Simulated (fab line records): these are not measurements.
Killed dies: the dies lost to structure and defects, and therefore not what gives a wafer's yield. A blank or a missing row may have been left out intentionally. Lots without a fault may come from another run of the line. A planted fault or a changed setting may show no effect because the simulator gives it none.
Matching of chambers + flow n5 finfet + pecvd-03 running N5_BEOL_M8_PECVD_70: 3 sister chambers
The step deposits SiO2 from TEOS/O2, target thk 20 nm, time 22.7 s. 33 wafers are shown with their chamber, then 12 later ones without.

## WAFERS WITH THEIR CHAMBER
| wafer  | chamber | throttle valve pct (%) | showerhead plenum p Torr (Torr) | heater power w (W) |
|--------|---------|------------------------|---------------------------------|--------------------|
| L074.4 | 1       | 23.9                   | 8.68                            | 847                |
| L074.5 | 0       | 23.6                   | 8.73                            | 840                |
| L074.6 | 2       | 20.6                   | 8.80                            | 807                |
| L079.1 | 2       | 20.9                   | 8.77                            | 737                |
| L079.2 | 0       | 23.9                   | 8.74                            | 725                |
| L079.3 | 1       | 23.8                   | 8.69                            | 847                |
| L079.4 | 1       | 23.8                   | 8.65                            | 851                |
| L079.5 | 0       | 23.5                   | 8.74                            | 725                |
| L079.6 | 2       | 21.0                   | 8.80                            | 767                |
| L078.1 | 1       | 23.9                   | 8.68                            | 808                |
| L078.2 | 2       | 20.9                   | 8.79                            | 726                |
| L078.3 | 0       | 24.1                   | 8.74                            | 870                |
| L078.4 | 1       | 23.7                   | 8.67                            | 798                |
| L078.5 | 2       | 20.9                   | 8.79                            | 758                |
| L078.6 | 0       | 24.1                   | 8.75                            | 852                |
| L081.1 | 1       | 23.8                   | 8.69                            | 749                |
| L081.4 | 0       | 24.1                   | 8.78                            | 748                |
| L081.5 | 1       | 23.7                   | 8.69                            | 758                |
| L084.1 | 2       | 20.9                   | 8.81                            | 736                |
| L084.3 | 0       | 24.0                   | 8.75                            | 722                |
| L084.6 | 1       | 23.6                   | 8.70                            | 864                |
| L085.1 | 1       | 23.9                   | 8.67                            | 877                |
| L085.2 | 0       | 24.1                   | 8.74                            | 868                |
| L085.3 | 2       | 21.0                   | 8.82                            | 788                |
| L085.4 | 1       | 23.6                   | 8.71                            | 837                |
| L085.5 | 2       | 21.0                   | 8.78                            | 773                |
| L085.6 | 0       | 23.8                   | 8.74                            | 879                |
| L087.1 | 0       | 24.0                   | 8.73                            | 775                |
| L087.4 | 2       | 21.3                   | 8.79                            | 822                |
| L087.5 | 0       | 23.9                   | 8.76                            | 809                |
| L090.1 | 1       | 23.8                   | 8.71                            | 782                |
| L090.2 | 0       | 23.9                   | 8.74                            | 719                |
| L090.3 | 2       | 21.3                   | 8.81                            | 780                |

SIGNATURES (averages over the wafers above)
| reading                  | chamber 0 | chamber 1 | chamber 2 | scatter within a chamber |
|--------------------------|-----------|-----------|-----------|--------------------------|
| throttle valve pct       | 23.917    | 23.773    | 20.980    | 0.176                    |
| showerhead plenum p Torr | 8.7450    | 8.6855    | 8.7960    | 0.0157                   |
| heater power w           | 794.33    | 819.82    | 769.40    | 49.9                     |
Rule: for a wafer and a chamber, the distance is found by dividing, reading by reading, the gap between the wafer's reading and the chamber's mean by the reading's scatter, squaring, summing and taking the root. If the next closest chamber is less than 2 further off than the closest, the wafer can't be placed; otherwise it belongs to the closest. The scatter: take each reading less its chamber's mean, square it, sum over the shown wafers, divide by the number of wafers less the number of chambers, and take the root.

## WAFERS WITHOUT THEIR CHAMBER
| wafer  | throttle valve pct (%) | showerhead plenum p Torr (Torr) | heater power w (W) |
|--------|------------------------|---------------------------------|--------------------|
| L090.4 | 23.9                   | 8.71                            | 794                |
| L090.5 | 21.2                   | 8.78                            | 770                |
| L090.6 | 24.3                   | 8.76                            | 716                |
| L091.4 | 23.7                   | 8.70                            | 746                |
| L091.5 | 24.1                   | 8.74                            | 801                |
| L091.6 | 20.9                   | 8.80                            | 816                |
| L094.4 | 23.9                   | 8.68                            | 719                |
| L094.5 | 24.2                   | 8.75                            | 754                |
| L094.6 | 21.3                   | 8.80                            | 768                |
| L095.1 | 24.0                   | 8.73                            | 830                |
| L095.2 | 21.3                   | 8.81                            | 822                |
| L095.4 | 23.9                   | 8.67                            | 855                |

## WHICH CHAMBER EACH ONE RAN IN
| wafer  | from the rows above     | in truth |
|--------|-------------------------|----------|
| L090.4 | can't be placed: 1 or 0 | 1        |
| L090.5 | 2                       | 2        |
| L090.6 | 0                       | 0        |
| L091.4 | can't be placed: 1 or 0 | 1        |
| L091.5 | 0                       | 0        |
| L091.6 | 2                       | 2        |
| L094.4 | 1                       | 1        |
| L094.5 | 0                       | 0        |
| L094.6 | 2                       | 2        |
| L095.1 | can't be placed: 0 or 1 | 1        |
| L095.2 | 2                       | 2        |
| L095.4 | 1                       | 1        |
Placed correctly: 9 of 12. Unplaceable from these rows: 3, with the true chamber sitting among the candidates in 3. Number placed wrongly: 0.
